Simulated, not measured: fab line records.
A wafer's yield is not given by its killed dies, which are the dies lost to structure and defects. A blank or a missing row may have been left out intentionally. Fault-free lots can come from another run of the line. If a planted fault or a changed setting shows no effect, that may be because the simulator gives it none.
fab line records | flow n5-finfet
[record] lots = 7 | wafers = 21
route steps=1938 shown BEOL_M0_SAQP@643 BEOL_M0_CUTY@713 BEOL_M1@770 BEOL_M4@1031 BEOL_M5@1154
start-h: hours from the record's first day to the start of the lot's first wafer shown | wait-h: time in hours since the lot's previous step | " repeats the value in the row above | L1.1+2: several wafers, shown together as one row | - value missing, or start not given | * or withheld: withheld | < > ~ a bound
route shown NAME@n: a module of which the file shows steps, and the number in the route of the first | usual: average and standard deviation across the fault-free wafers | same: alike in all rows | chamber/n: place in a boat | sites: each site's reading | _std_site: the standard deviation of these | _edge_site: inner sites' mean taken away from outer sites' mean | radius-mm: how far each site lies from the wafer's centre | mask NAME#n: copy n | behind: tool/chamber where the wafer was last shaped | hold: why the lot was held/for how many hours/how that ended | device: names the non-switching transistor (n, p or np) | end of line: tests run on the same wafers once the route is complete | a step with no rows: only its recipe | killed: dies lost to structure and defects at the first sort, not the wafer's yield | map: per-die view of a wafer (x killed, . not killed, _ where there is no die)
set.NAME: the setting the step ran with; set.NAME@STEP: the setting that earlier step ran with | model.NAME: the simulator's own value behind a step, which no gauge read
lots with deliberately changed settings; one table per step, one row per wafer
[[steps]]
[step N5_BEOL_M0_SAQP_COAT_08]
[recipe] resist = CAR-ArF | spin-rpm = 1500 | resist-thk-nm = 90
lot.wafer | tool           | chamber | start-h | wait-h | set.spin-rpm | model.CAR-ArF_of_BEOL_M0_SAQP_COAT_08.thk-nm
L081.1    | litho-track-04 | 0       | -       | -      | 1446         | 91.8
L081.2    | "              | 0       | "       | "      | 1446         | 92
L081.3    | "              | 0       | "       | "      | 1500         | 89.8
L082.2    | litho-track-04 | 0       | -       | -      | 1500         | 89.6
L082.4+6  | "              | 0       | "       | "      | 1500         | 89.8
L084.2    | litho-track-01 | 0       | -       | -      | 1500         | 89.8
L084.3    | "              | 0       | "       | "      | 1500         | 90.2
L084.6    | "              | 0       | "       | "      | 1376         | 94
L087.1+2  | litho-track-01 | 0       | -       | -      | 1399         | 93.6
L087.3    | "              | 0       | "       | "      | 1500         | 90.6
L090.2    | litho-track-01 | 0       | -       | -      | 1500         | 90
L090.3    | "              | 0       | "       | "      | 1500         | 90.4
L090.5    | "              | 0       | "       | "      | 1373         | 94.2
L091.2    | litho-track-04 | 0       | -       | -      | 1500         | 89.6
L091.3+6  | "              | 0       | "       | "      | 1428         | 91.8
L092.2    | litho-track-04 | 0       | -       | -      | 1398         | 93
L092.4    | "              | 0       | "       | "      | 1500         | 89.6
L092.6    | "              | 0       | "       | "      | 1500         | 89.4
[step N5_BEOL_M0_SAQP_EBR_10]
[recipe] solvent = PGMEA | ebr-width-mm = 1.5
[step N5_BEOL_M0_SAQP_SOFTBAKE_09]
[recipe] temp-c = 110 | time-s = 60 | resist = CAR-ArF
[step N5_BEOL_M0_SAQP_ETCH_101]
[recipe] chemistry = CH3F/O2 | target = SiNx | mask-material = SiO2 | target-depth-a = 299 | time-s = 42.7 | pressure-mtorr = 30 | source-w = 395 | bias-w = 73 | Ar_flow_sccm = 150 | CH3F_flow_sccm = 30 | O2_flow_sccm = 20 | ion-energy-ev = 120
[step N5_BEOL_M0_SAQP_ETCH_102]
[recipe] chemistry = CF4 | target = SiO2 | target-depth-a = 40 | ion-energy-ev = 350 | time-s = 4.4 | pressure-mtorr = 10 | icp-w = 800 | bias-w = 400 | cf4-flow-sccm = 80
[step N5_BEOL_M0_SAQP_MANDREL_ETCH_103]
[recipe] chemistry = HBr/Cl2 | target = a-Si | target-depth-a = 450 | bt-time-s = 10 | stop-on = SiCN | mask-material = SiO2 | over-etch-frac = 0.8 | time-s = 27 | pressure-mtorr = 10 | icp-w = 800 | bias-w = 75 | HBr_flow_sccm = 150 | Cl2_flow_sccm = 80 | ends = end-point
lot.wafer | tool      | chamber | start-h | wait-h | set.time-s@BEOL_M0_SAQP_PECVD_96 | model.etch.depth-nm
L081.1    | rie-si-04 | 3       | 158.58  | 0.0    | 45.2                             | 44.44
L081.2    | "         | 2       | "       | "      | 45.2                             | 45.08
L081.3    | "         | 0       | "       | "      | 45.2                             | 44.68
L082.2    | rie-si-02 | 2       | 160.17  | 0.0    | 45.2                             | 44.28
L082.4    | "         | 1       | "       | "      | 45.2                             | 45.31
L082.6    | "         | 0       | "       | "      | 45.2                             | 45.18
L084.2    | rie-si-04 | 2       | 167.90  | 0.0    | 45.2                             | 44.79
L084.3    | "         | 0       | "       | "      | 47.31                            | 47.2
L084.6    | "         | 3       | "       | "      | 45.2                             | 45.48
L087.1    | rie-si-02 | 2       | 188.26  | 0.0    | 49.46                            | 49.31
L087.2    | "         | 1       | "       | "      | 49.46                            | 48.96
L087.3    | "         | 0       | "       | "      | 45.2                             | 44.27
L090.2    | rie-si-02 | 3       | 208.63  | 0.0    | 45.2                             | 44.35
L090.3    | "         | 0       | "       | "      | 45.2                             | 44.71
L090.5    | "         | 2       | "       | "      | 45.2                             | 44.87
L091.2    | rie-si-04 | 3       | 211.14  | 0.0    | 41.26                            | 40.53
L091.3    | "         | 1       | "       | "      | 41.26                            | 41.25
L091.6    | "         | 3       | "       | "      | 45.2                             | 45.14
L092.2    | rie-si-02 | 1       | 220.10  | 0.0    | 45.2                             | 45.34
L092.4    | "         | 3       | "       | "      | 50.49                            | 51.13
L092.6    | "         | 3       | "       | "      | 50.49                            | 51.52
[step N5_BEOL_M0_SAQP_RECESS_104]
[recipe] chemistry = HF/NH3 | target = SiO2 | target-depth-a = 180 | afs-cycles = 3 | temp-c = 30 | sublimation-temp-c = 180 | sublimation-time-s = 60
[step N5_BEOL_M0_SAQP_COAT_105]
[recipe] resist = SOC | temp-c = 250 | time-s = 60 | spin-rpm = 1500 | resist-thk-nm = 100
[step N5_BEOL_M0_SAQP_STRIP_108]
[recipe] chemistry = N2/H2 | power-w = 500 | temp-c = 40 | pressure-mtorr = 50 | rf-frequency-hz = 6e+07 | overash-fraction = 0.3 | bias-power-w = 28 | h2-frac = 0.5 | n2-flow-sccm = 300 | h2-flow-sccm = 300
[step N5_BEOL_M0_SAQP_RECESS_109]
[recipe] chemistry = HF/NH3 | target = SiO2 | target-depth-a = 30 | afs-cycles = 1 | temp-c = 30 | sublimation-temp-c = 180 | sublimation-time-s = 60
[step N5_BEOL_M0_SAQP_SPACER2_ALD_26]
[recipe] material = SiO2 | target-thk-a = 150 | temp-c = 300 | ald-precursor-family = BDEAS | ald-co-reactant = O2-plasma | pulse-time-s = 1 | purge-time-s = 2 | co-reactant-purge-time-s = 2 | pressure-torr = 2
lot.wafer | tool       | chamber | start-h | wait-h | set.time-s@BEOL_M0_SAQP_PECVD_96 | model.a-Si_of_BEOL_M0_SAQP_PECVD_96.thk-nm
L081.1    | ald-sin-03 | 3       | 159.41  | 0.1    | 45.2                             | 43.6
L081.2    | "          | 1       | "       | "      | 45.2                             | 44.4
L081.3    | "          | 0       | "       | "      | 45.2                             | 44
L082.2    | ald-sin-01 | 2       | 161.69  | 0.7    | 45.2                             | 43.6
L082.4    | "          | 2       | "       | "      | 45.2                             | 44.6
L082.6    | "          | 1       | "       | "      | 45.2                             | 44.4
L084.2    | ald-sin-01 | 1       | 169.29  | 0.5    | 45.2                             | 44
L084.3    | "          | 2       | "       | "      | 47.31                            | 46.4
L084.6    | "          | 2       | "       | "      | 45.2                             | 44.8
L087.1    | ald-sin-03 | 1       | 189.09  | 0.1    | 49.46                            | 48.6
L087.2    | "          | 0       | "       | "      | 49.46                            | 48.2
L087.3    | "          | 2       | "       | "      | 45.2                             | 43.6
L090.2    | ald-sin-02 | 0       | 210.06  | 0.7    | 45.2                             | 43.6
L090.3    | "          | 1       | "       | "      | 45.2                             | 44
L090.5    | "          | 1       | "       | "      | 45.2                             | 44.2
L091.2    | ald-sin-01 | 1       | 211.99  | 0.1    | 41.26                            | 39.8
L091.3    | "          | 0       | "       | "      | 41.26                            | 40.6
L091.6    | "          | 1       | "       | "      | 45.2                             | 44.4
L092.2    | ald-sin-03 | 0       | 220.94  | 0.1    | 45.2                             | 44.6
L092.4    | "          | 2       | "       | "      | 50.49                            | 50.4
L092.6    | "          | 3       | "       | "      | 50.49                            | 50.8
[step N5_BEOL_M0_SAQP_SPACER2_ETCHBACK_27]
[recipe] chemistry = CHF3/O2 | mode = anisotropic-etchback | target = SiO2 | target-depth-a = 225 | time-s = 11.25 | pressure-mtorr = 30 | source-w = 650 | bias-w = 170 | Ar_flow_sccm = 200 | CHF3_flow_sccm = 50 | O2_flow_sccm = 5 | ion-energy-ev = 200
lot.wafer | tool        | chamber | start-h | wait-h | set.time-s@BEOL_M0_SAQP_PECVD_96 | model.a-Si_of_BEOL_M0_SAQP_PECVD_96.thk-nm
L081.1    | rie-diel-06 | 3       | 159.96  | 0.3    | 45.2                             | 42.2
L081.2    | "           | 1       | "       | "      | 45.2                             | 42.8
L081.3    | "           | 0       | "       | "      | 45.2                             | 42.6
L082.2    | rie-diel-06 | 1       | 162.26  | 0.3    | 45.2                             | 42
L082.4    | "           | 2       | "       | "      | 45.2                             | 43.2
L082.6    | "           | 3       | "       | "      | 45.2                             | 43
L084.2    | rie-diel-02 | 1       | 169.83  | 0.3    | 45.2                             | 42.6
L084.3    | "           | 2       | "       | "      | 47.31                            | 45
L084.6    | "           | 0       | "       | "      | 45.2                             | 43.4
L087.1    | rie-diel-01 | 1       | 189.64  | 0.3    | 49.46                            | 47
L087.2    | "           | 3       | "       | "      | 49.46                            | 46.8
L087.3    | "           | 0       | "       | "      | 45.2                             | 42.2
L090.2    | rie-diel-02 | 2       | 210.61  | 0.3    | 45.2                             | 42.2
L090.3+5  | "           | 0,1     | "       | "      | 45.2                             | 42.6
L091.2    | rie-diel-02 | 0       | 212.53  | 0.3    | 41.26                            | 38.4
L091.3    | "           | 1       | "       | "      | 41.26                            | 39
L091.6    | "           | 0       | "       | "      | 45.2                             | 43
L092.2    | rie-diel-06 | 0       | 221.49  | 0.3    | 45.2                             | 43.2
L092.4    | "           | 3       | "       | "      | 50.49                            | 48.8
L092.6    | "           | 3       | "       | "      | 50.49                            | 49.4
[step N5_BEOL_M0_CUTY_ETCH_63]
[recipe] chemistry = N2/H2 | target = SOC | target-depth-a = 827 | overetch-a = 165 | mask-material = SiARC | temp-c = 40 | ion-energy-ev = 200 | time-s = 124 | pressure-mtorr = 30 | source-w = 840 | bias-w = 150 | n2-flow-sccm = 200 | h2-flow-sccm = 200
[usual] rf-vpp-V = 523.5/2.5
lot.wafer | tool        | chamber | start-h | wait-h | set.source-w | rf-vpp-V
L081.1    | rie-diel-05 | 1       | 163.66  | 0.0    | 753.3        | 542.1
L081.2    | "           | 2       | "       | "      | 753.3        | 539.2
L081.3    | "           | 0       | "       | "      | 840          | 518.7
L082.2    | rie-diel-04 | 2       | 164.27  | 0.0    | 840          | 524.6
L082.4    | "           | 1       | "       | "      | 840          | 526.5
L082.6    | "           | 2       | "       | "      | 840          | 522.3
L084.2    | rie-diel-04 | 2       | 173.16  | 0.0    | 948.1        | 503.1
L084.3    | "           | 3       | "       | "      | 840          | 520.9
L084.6    | "           | 3       | "       | "      | 840          | 521.6
L087.1    | rie-diel-03 | 2       | 191.89  | 0.0    | 840          | 526.3
L087.2    | "           | 1       | "       | "      | 908.9        | 507.9
L087.3    | "           | 0       | "       | "      | 908.9        | 508.5
L090.2    | rie-diel-05 | 0       | 212.62  | 0.0    | 713.3        | 548.7
L090.3    | "           | 1       | "       | "      | 840          | 522.1
L090.5    | "           | 0       | "       | "      | 840          | 519.9
L091.2    | rie-diel-05 | 1       | 215.01  | 0.0    | 910.6        | 509.1
L091.3    | "           | 3       | "       | "      | 910.6        | 512.5
L091.6    | "           | 1       | "       | "      | 840          | 522.8
L092.2    | rie-diel-03 | 3       | 224.35  | 0.0    | 840          | 522.8
L092.4    | "           | 1       | "       | "      | 840          | 522.4
L092.6    | "           | 3       | "       | "      | 937.5        | 503.1
[step N5_BEOL_M1_ETCH_64]
[recipe] chemistry = N2/H2 | target = SOC | target-depth-a = 750 | overetch-a = 150 | mask-material = SiARC | temp-c = 40 | time-s = 112.5 | ion-energy-ev = 200 | pressure-mtorr = 30 | source-w = 840 | bias-w = 150 | n2-flow-sccm = 200 | h2-flow-sccm = 200
lot.wafer | tool        | chamber | start-h | wait-h | set.time-s | model.SiARC_of_BEOL_M1_COAT_62.thk-nm
L081.1    | rie-diel-02 | 2       | 171.19  | 0.0    | 112.5      | 6.8
L081.2    | "           | 1       | "       | "      | 124        | 6
L081.3    | "           | 0       | "       | "      | 124        | 6.2
L082.2    | rie-diel-06 | 0       | 171.28  | 0.0    | 112.5      | 7
L082.4+6  | "           | 3,1     | "       | "      | 112.5      | 6.8
L084.2    | rie-diel-01 | 3       | 182.84  | 0.0    | 112.5      | 7
L084.3+6  | "           | 0,2     | "       | "      | 124.7      | 6.4
L087.1    | rie-diel-01 | 2       | 198.19  | 0.0    | 100.3      | 7.4
L087.2    | "           | 3       | "       | "      | 112.5      | 7
L087.3    | "           | 1       | "       | "      | 100.3      | 7.2
L090.2+5  | rie-diel-01 | 3       | 218.93  | 0.0    | 112.5      | 7.2
L090.3    | "           | 0       | "       | "      | 112.5      | 7
L091.2    | rie-diel-02 | 3       | 224.11  | 0.0    | 89.19      | 8
L091.3    | "           | 0       | "       | "      | 112.5      | 6.6
L091.6    | "           | 0       | "       | "      | 112.5      | 6.8
L092.2    | rie-diel-02 | 1       | 232.56  | 0.0    | 112.5      | 6.6
L092.4    | "           | 3       | "       | "      | 112.5      | 7
L092.6    | "           | 1       | "       | "      | 112.5      | 6.4
[step N5_BEOL_M4_EXPOSE_08]
[recipe] mask-id = M4 | na = 0.33 | source-shape = dipole | sigma-inner = 0.369 | sigma-outer = 0.767 | polarization = unpolarized | dose-mj = 41.25
lot.wafer  | tool           | chamber | start-h | wait-h | mask | set.dose-mj
L081.1+2   | euv-scanner-01 | 0       | 199.28  | -      | M4#0 | 38.55
L081.3     | "              | 0       | "       | "      | M4#0 | 41.25
L082.2+4+6 | euv-scanner-01 | 0       | 201.24  | -      | M4#0 | 41.25
L084.2+3   | euv-scanner-02 | 0       | 211.70  | -      | M4#0 | 39.46
L084.6     | "              | 0       | "       | "      | M4#0 | 41.25
L087.1     | euv-scanner-02 | 0       | 234.94  | -      | M4#0 | 43.32
L087.2+3   | "              | 0       | "       | "      | M4#0 | 41.25
L090.2+5   | euv-scanner-01 | 0       | 254.54  | -      | M4#0 | 41.25
L090.3     | "              | 0       | "       | "      | M4#0 | 38.58
L091.2+3+6 | euv-scanner-02 | 0       | 272.11  | -      | M4#0 | 43.64
L092.2+6   | euv-scanner-02 | 0       | 272.15  | -      | M4#0 | 39.36
L092.4     | "              | 0       | "       | "      | M4#0 | 41.25
[step N5_BEOL_M4_PEB_09]
[recipe] peb-temp-c = 100 | peb-time-s = 60 | resist = CAR-EUV
[step N5_BEOL_M4_DEVELOP_10]
[recipe] develop-time-s = 30 | developer = TMAH | resist = CAR-EUV | rinse-liquid = surfactant-rinse | dry = air-spin | dev-temp-c = 23
[step N5_BEOL_M4_CD_MEAS_11]
[recipe] target-cd-nm = 16.79 | landing-energy-ev = 500 | detector = se-inlens | polarity = opening
[usual] cd-nm = 16.75/0.23
lot.wafer | tool      | chamber | start-h | wait-h | set.dose-mj@BEOL_M4_EXPOSE_08 | cd-nm
L081.1    | cd-sem-01 | 0       | 199.41  | -      | 38.55                         | 15.09
L081.2    | "         | 0       | "       | "      | 38.55                         | 15.51
L081.3    | "         | 0       | "       | "      | 41.25                         | 16.61
L082.2    | cd-sem-02 | 0       | 201.36  | -      | 41.25                         | 16.55
L082.4    | "         | 0       | "       | "      | 41.25                         | 16.41
L082.6    | "         | 0       | "       | "      | 41.25                         | 16.70
L084.2    | cd-sem-02 | 0       | 211.82  | -      | 39.46                         | 15.74
L084.3    | "         | 0       | "       | "      | 39.46                         | 15.52
L084.6    | "         | 0       | "       | "      | 41.25                         | 17.08
L087.1    | cd-sem-03 | 0       | 235.07  | -      | 43.32                         | 17.41
L087.2    | "         | 0       | "       | "      | 41.25                         | 16.82
L087.3    | "         | 0       | "       | "      | 41.25                         | 16.42
L090.2    | cd-sem-03 | 0       | 254.67  | -      | 41.25                         | 16.44
L090.3    | "         | 0       | "       | "      | 38.58                         | 15.01
L090.5    | "         | 0       | "       | "      | 41.25                         | 16.43
L091.2    | cd-sem-01 | 0       | 272.24  | -      | 43.64                         | 17.83
L091.3    | "         | 0       | "       | "      | 43.64                         | 17.84
L091.6    | "         | 0       | "       | "      | 43.64                         | 17.88
L092.2    | cd-sem-02 | 0       | 272.28  | -      | 39.36                         | 15.78
L092.4    | "         | 0       | "       | "      | 41.25                         | 16.45
L092.6    | "         | 0       | "       | "      | 39.36                         | 15.74
[step N5_BEOL_M4_DESCUM_16]
[recipe] chemistry = O2 | time-s = 7 | source-power-w = 50 | bias-power-w = 20 | pressure-mtorr = 20 | rf-frequency-hz = 2.712e+07 | temp-c = 40 | resist = CAR-EUV | o2-flow-sccm = 225
[step N5_BEOL_M4_ETCH_74]
[recipe] chemistry = N2/H2 | target = underlayer | target-depth-a = 65 | mask-material = CAR-EUV | time-s = 5.2 | ion-energy-ev = 200 | pressure-mtorr = 30 | source-w = 840 | bias-w = 150 | n2-flow-sccm = 200 | h2-flow-sccm = 200 | ends = cleared
lot.wafer  | tool        | chamber | start-h | wait-h | set.dose-mj@BEOL_M4_EXPOSE_08 | model.BEOL_M4.cd-offset-nm
L081.1     | rie-diel-05 | 1       | 199.64  | 0.0    | 38.55                         | -1.4
L081.2     | "           | 2       | "       | "      | 38.55                         | -1.6
L081.3     | "           | 0       | "       | "      | 41.25                         | -0.2
L082.2+4+6 | rie-diel-05 | 0,1,1   | 201.59  | 0.0    | 41.25                         | -0.4
L084.2+3   | rie-diel-05 | 1,0     | 211.98  | 0.0    | 39.46                         | -1.2
L084.6     | "           | 0       | "       | "      | 41.25                         | -0.4
L087.1     | rie-diel-03 | 3       | 235.23  | 0.0    | 43.32                         | 0.8
L087.2+3   | "           | 0,2     | "       | "      | 41.25                         | -0.2
L090.2+5   | rie-diel-04 | 2       | 254.84  | 0.0    | 41.25                         | 0
L090.3     | "           | 0       | "       | "      | 38.58                         | -1.4
L091.2+3+6 | rie-diel-05 | 3,2,1   | 272.39  | 0.0    | 43.64                         | 1
L092.2+6   | rie-diel-04 | 3,1     | 272.44  | 0.0    | 39.36                         | -1
L092.4     | "           | 0       | "       | "      | 41.25                         | 0
[step N5_BEOL_M4_ETCH_63]
[recipe] chemistry = CF4 | target = SiARC | target-depth-a = 156 | mask-material = CAR-EUV | time-s = 26 | ion-energy-ev = 80 | pressure-mtorr = 40 | source-w = 545 | bias-w = 36 | Ar_flow_sccm = 100 | cf4-flow-sccm = 100 | ends = cleared
lot.wafer | tool        | chamber | start-h | wait-h | set.dose-mj@BEOL_M4_EXPOSE_08 | model.BEOL_M4.cd-offset-nm
L081.1+2  | rie-diel-05 | 1,2     | 199.66  | 0.0    | 38.55                         | -1.4
L081.3    | "           | 0       | "       | "      | 41.25                         | -0.2
L082.2    | rie-diel-05 | 0       | 201.61  | 0.0    | 41.25                         | -0.6
L082.4    | "           | 1       | "       | "      | 41.25                         | -0.2
L082.6    | "           | 1       | "       | "      | 41.25                         | -0.4
L084.2+3  | rie-diel-05 | 1,0     | 212.00  | 0.0    | 39.46                         | -1.2
L084.6    | "           | 0       | "       | "      | 41.25                         | -0.4
L087.1    | rie-diel-03 | 3       | 235.25  | 0.0    | 43.32                         | 0.8
L087.2    | "           | 0       | "       | "      | 41.25                         | -0.4
L087.3    | "           | 2       | "       | "      | 41.25                         | -0.2
L090.2+5  | rie-diel-04 | 2       | 254.86  | 0.0    | 41.25                         | 0
L090.3    | "           | 0       | "       | "      | 38.58                         | -1.6
L091.2    | rie-diel-05 | 3       | 272.41  | 0.0    | 43.64                         | 0.8
L091.3+6  | "           | 2,1     | "       | "      | 43.64                         | 1
L092.2    | rie-diel-04 | 3       | 272.45  | 0.0    | 39.36                         | -1
L092.4    | "           | 0       | "       | "      | 41.25                         | 0
L092.6    | "           | 1       | "       | "      | 39.36                         | -0.8
[step N5_BEOL_M4_ETCH_64]
[recipe] chemistry = N2/H2 | target = SOC | target-depth-a = 750 | overetch-a = 225 | mask-material = SiARC | temp-c = 40 | time-s = 121.9 | ion-energy-ev = 200 | pressure-mtorr = 30 | source-w = 840 | bias-w = 150 | n2-flow-sccm = 200 | h2-flow-sccm = 200
lot.wafer | tool        | chamber | start-h | wait-h | set.time-s | model.SiARC_of_BEOL_M4_COAT_62.thk-nm
L081.1+3  | rie-diel-05 | 1,0     | 199.69  | 0.0    | 101.2      | 7.6
L081.2    | "           | 2       | "       | "      | 121.9      | 6.4
L082.2    | rie-diel-05 | 0       | 201.64  | 0.0    | 121.9      | 6.4
L082.4+6  | "           | 1       | "       | "      | 121.9      | 6.6
L084.2    | rie-diel-05 | 1       | 212.02  | 0.0    | 145.6      | 5.6
L084.3    | "           | 0       | "       | "      | 121.9      | 6.6
L084.6    | "           | 0       | "       | "      | 145.6      | 5.4
L087.1    | rie-diel-03 | 3       | 235.28  | 0.0    | 95.64      | 7.4
L087.2    | "           | 0       | "       | "      | 121.9      | 6.4
L087.3    | "           | 2       | "       | "      | 95.64      | 7.8
L090.2    | rie-diel-04 | 2       | 254.91  | 0.0    | 94.9       | 7.6
L090.3+5  | "           | 0,2     | "       | "      | 121.9      | 6.4
L091.2    | rie-diel-05 | 2       | 272.44  | 0.0    | 99.01      | 7.4
L091.3    | "           | 3       | "       | "      | 99.01      | 7.8
L091.6    | "           | 2       | "       | "      | 121.9      | 6.2
L092.2+6  | rie-diel-04 | 3,1     | 272.48  | 0.0    | 145.2      | 5.2
L092.4    | "           | 0       | "       | "      | 145.2      | 5.6
[step N5_BEOL_M4_TRENCH_ETCH_37]
[recipe] chemistry = C4F6/O2 | target-depth-a = 555.55 | target = SiOC | time-s = 29.2 | ion-energy-ev = 250 | pressure-mtorr = 30 | source-w = 355 | bias-w = 185 | Ar_flow_sccm = 300 | C4F6_flow_sccm = 10 | O2_flow_sccm = 10
[usual] rf-vpp-V = 660/12
lot.wafer | tool        | chamber | start-h | wait-h | set.source-w | rf-vpp-V
L081.1    | rie-diel-03 | 0       | -       | -      | 355          | 661
L081.2    | "           | 3       | "       | "      | 390.7        | 639
L081.3    | "           | 1       | "       | "      | 390.7        | 625
L082.2    | rie-diel-04 | 1       | -       | -      | 355          | 661
L082.4    | "           | 0       | "       | "      | 355          | 674
L082.6    | "           | 0       | "       | "      | 355          | 674
L084.2    | rie-diel-04 | 0       | -       | -      | 355          | 674
L084.3    | "           | 1       | "       | "      | 355          | 662
L084.6    | "           | 1       | "       | "      | 355          | 660
L087.1    | rie-diel-05 | 1       | -       | -      | 392.6        | 614
L087.2    | "           | 2       | "       | "      | 392.6        | 633
L087.3    | "           | 3       | "       | "      | 355          | 643
L090.2    | rie-diel-05 | 2       | -       | -      | 291.5        | 737
L090.3    | "           | 1       | "       | "      | 291.5        | 713
L090.5    | "           | 0       | "       | "      | 355          | 656
L091.2    | rie-diel-05 | 2       | -       | -      | 355          | 667
L091.3    | "           | 0       | "       | "      | 418.7        | 602
L091.6    | "           | 0       | "       | "      | 418.7        | 605
L092.2    | rie-diel-05 | 0       | -       | -      | 328.3        | 681
L092.4    | "           | 0       | "       | "      | 355          | 656
L092.6    | "           | 1       | "       | "      | 355          | 647
[step N5_BEOL_M5_ETCH_68]
[recipe] chemistry = N2/H2 | target = SOC | target-depth-a = 800 | overetch-a = 160 | mask-material = SiARC | temp-c = 40 | time-s = 120 | ion-energy-ev = 200 | pressure-mtorr = 30 | source-w = 840 | bias-w = 150 | n2-flow-sccm = 200 | h2-flow-sccm = 200
[usual] rf-vpp-V = 524.0/2.3
lot.wafer | tool        | chamber | start-h | wait-h | set.bias-w | rf-vpp-V | model.SiARC_of_BEOL_M5_COAT_66.thk-nm
L081.1    | rie-diel-02 | 1       | 210.29  | 0.0    | 150        | 521.3    | 6
L081.2    | "           | 0       | "       | "      | 150        | 525.8    | 6.4
L081.3    | "           | 2       | "       | "      | 150        | 526.6    | 6.2
L082.2    | rie-diel-06 | 2       | 216.15  | 0.0    | 150        | 526.4    | 6.4
L082.4    | "           | 0       | "       | "      | 150        | 523.0    | 6.6
L082.6    | "           | 2       | "       | "      | 150        | 526.8    | 6.4
L084.2    | rie-diel-01 | 3       | 222.76  | 0.0    | 129.7      | 477.9    | 7.6
L084.3    | "           | 2       | "       | "      | 150        | 526.5    | 6.4
L084.6    | "           | 0       | "       | "      | 150        | 521.7    | 6.6
L087.1    | rie-diel-02 | 1       | 253.71  | 0.0    | 150        | 521.4    | 6
L087.2    | "           | 0       | "       | "      | 171.4      | 571.7    | 5
L087.3    | "           | 2       | "       | "      | 150        | 523.7    | 6.2
L090.2    | rie-diel-02 | 1       | 285.34  | 0.0    | 160.8      | 545.9    | 5.6
L090.3    | "           | 2       | "       | "      | 160.8      | 547.5    | 5.8
L090.5    | "           | 0       | "       | "      | 150        | 524.9    | 6.2
L092.2    | rie-diel-02 | 0       | 285.87  | 0.0    | 150        | 524.4    | 6.2
L092.4    | "           | 3       | "       | "      | 150        | 520.5    | 6.6
L092.6    | "           | 0       | "       | "      | 150        | 527.1    | 6.2
L091.2    | rie-diel-06 | 0       | 286.07  | 0.0    | 150        | 522.0    | 6.4
L091.3    | "           | 2       | "       | "      | 142.3      | 508.5    | 7
L091.6    | "           | 2       | "       | "      | 150        | 525.7    | 6.4
[[key]]
[split] step = N5_BEOL_M0_SAQP_COAT_08 | setting = spin-rpm | stated = 1500 | by = wafer
[response] step = N5_BEOL_M0_SAQP_COAT_08 | reading = model.CAR-ArF_of_BEOL_M0_SAQP_COAT_08.thk-nm | change = -0.482 | per = 1% | r = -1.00
[split] step = N5_BEOL_M0_CUTY_ETCH_63 | setting = source-w | stated = 840 | by = wafer
[response] step = N5_BEOL_M0_CUTY_ETCH_63 | reading = rf-vpp-V | change = -1.75 | per = 1% | r = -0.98
[split] step = N5_BEOL_M1_ETCH_64 | setting = time-s | stated = 112.5 | by = wafer
[response] step = N5_BEOL_M1_ETCH_64 | reading = model.SiARC_of_BEOL_M1_COAT_62.thk-nm | change = -0.057 | per = 1% | r = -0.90
[split] step = N5_BEOL_M4_EXPOSE_08 | setting = dose-mj | stated = 41.25 | by = wafer
[response] step = N5_BEOL_M4_CD_MEAS_11 | reading = cd-nm | change = +0.209 | per = 1% | r = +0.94
[response] step = N5_BEOL_M4_ETCH_74 | reading = model.BEOL_M4.cd-offset-nm | change = +0.205 | per = 1% | r = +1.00
[response] step = N5_BEOL_M4_ETCH_63 | reading = model.BEOL_M4.cd-offset-nm | change = +0.209 | per = 1% | r = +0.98
[split] step = N5_BEOL_M4_ETCH_64 | setting = time-s | stated = 121.9 | by = wafer
[response] step = N5_BEOL_M4_ETCH_64 | reading = model.SiARC_of_BEOL_M4_COAT_62.thk-nm | change = -0.061 | per = 1% | r = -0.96
[split] step = N5_BEOL_M4_TRENCH_ETCH_37 | setting = source-w | stated = 355 | by = wafer
[response] step = N5_BEOL_M4_TRENCH_ETCH_37 | reading = rf-vpp-V | change = -3.4 | per = 1% | r = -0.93
[split] step = N5_BEOL_M5_ETCH_68 | setting = bias-w | stated = 150 | by = wafer
[response] step = N5_BEOL_M5_ETCH_68 | reading = rf-vpp-V | change = +3.36 | per = 1% | r = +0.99
[response] step = N5_BEOL_M5_ETCH_68 | reading = model.SiARC_of_BEOL_M5_COAT_66.thk-nm | change = -0.0801 | per = 1% | r = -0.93
split outside-this-file step=N5_BEOL_M0_SAQP_PECVD_96 setting=time-s
// split outside-this-file: this setting was split too, and the file shows its column; the key of that split is in another file
